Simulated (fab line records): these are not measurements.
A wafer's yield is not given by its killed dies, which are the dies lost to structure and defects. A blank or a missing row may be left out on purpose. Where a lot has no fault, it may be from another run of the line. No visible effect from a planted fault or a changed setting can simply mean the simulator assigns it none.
Problem report, 8D (eight disciplines) form, completed by code | flow n5_finfet | the parts of the form that need people (team, actions taken, sign-off) are left out

1. THE PROBLEM
At N5_BEOL_M5_ETCH_68, run_length_s averages 171.0 s over 3 wafers from 2 lots, while fault-free wafers read 143.2 s, standard deviation 0.48. Measured from the usual mean, that is +58 standard deviations.
The step: etches SOC in N2/H2, target depth 80 nm, overetch 16 nm, time 120 s.
Earliest sighting: wafer L319.5 on rie_diel-04 at day 10 12:34. The record has a number at this step for 27 wafers belonging to 9 lots. By rule, "out" or "out of limits" means more than 4 standard deviations away from the usual mean. The other wafers with a number count as sound.

2. WHAT IT IS, AND WHAT IT ISN'T
question                    | is                     | is not
which readings at this step | run_length_s           | drypump_motor_current_A, oes_product_au, rf_vpp_V, showerhead_plenum_p_Torr, throttle_valve_pct
which lots                  | L319, L322             | L313, L315, L324, L331, L332, L333, L334
which wafers of those lots  | L319.5, L322.3, L322.5 | L319.1, L319.2, L322.1
read on which tools         | rie_diel-04            | rie_diel-02, rie_diel-03
when                        | from day 10 12:34      | up to then (8 sound wafers); but 16 sound wafers of L322, L324, L331, L332, L333, L334 came after

3. WHAT RULES OUT EACH SUSPECT
Counting: a tool at a process step up to the reading stays a suspect if it ran every lot that is out. Sound lots after the first of them don't rule it out here, since some wafers of a struck lot are sound.
- rie_diel-04 at N5_BEOL_M5_ETCH_68 (etches SOC in N2/H2, target depth 80 nm, overetch 16 nm, time 120 s): kept. It ran every lot that is out, first L319 (day 10 12:34). Its own readings are out on those wafers: run_length_s.
After counting, what remains is rie_diel-04 at N5_BEOL_M5_ETCH_68.

4. THE CAUSE (what the simulator had put in)
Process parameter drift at N5_BEOL_M5_ETCH_68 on rie_diel-04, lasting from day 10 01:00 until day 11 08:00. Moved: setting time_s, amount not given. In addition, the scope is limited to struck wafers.
Counting left only this tool.

5. SEQUENCE OF EFFECTS, ordered by route
Rows list readings where the struck wafers' mean (over those with a number) sits beyond 3 standard deviations from the usual. Readings are gone through only where the record gives a usual standard deviation; hours: the median, over the lots, of the time from a lot's start at the first step in this table giving one to that lot's start at this step; sigmas: the change measured in usual standard deviations.
hours | step               | reading      | usual   | on struck wafers | change | sigmas
0     | N5_BEOL_M5_ETCH_68 | run_length_s | 143.2 s | 171.0            | +27.8  | +58
It contains these process steps:
- N5_BEOL_M5_ETCH_68: etches SOC in N2/H2, target depth 80 nm, overetch 16 nm, time 120 s.

6. HOW IT WOULD HAVE BEEN CAUGHT EARLIER
The fault began at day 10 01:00; the first out-of-limits reading in this record came at day 10 12:34, 12 hours later.
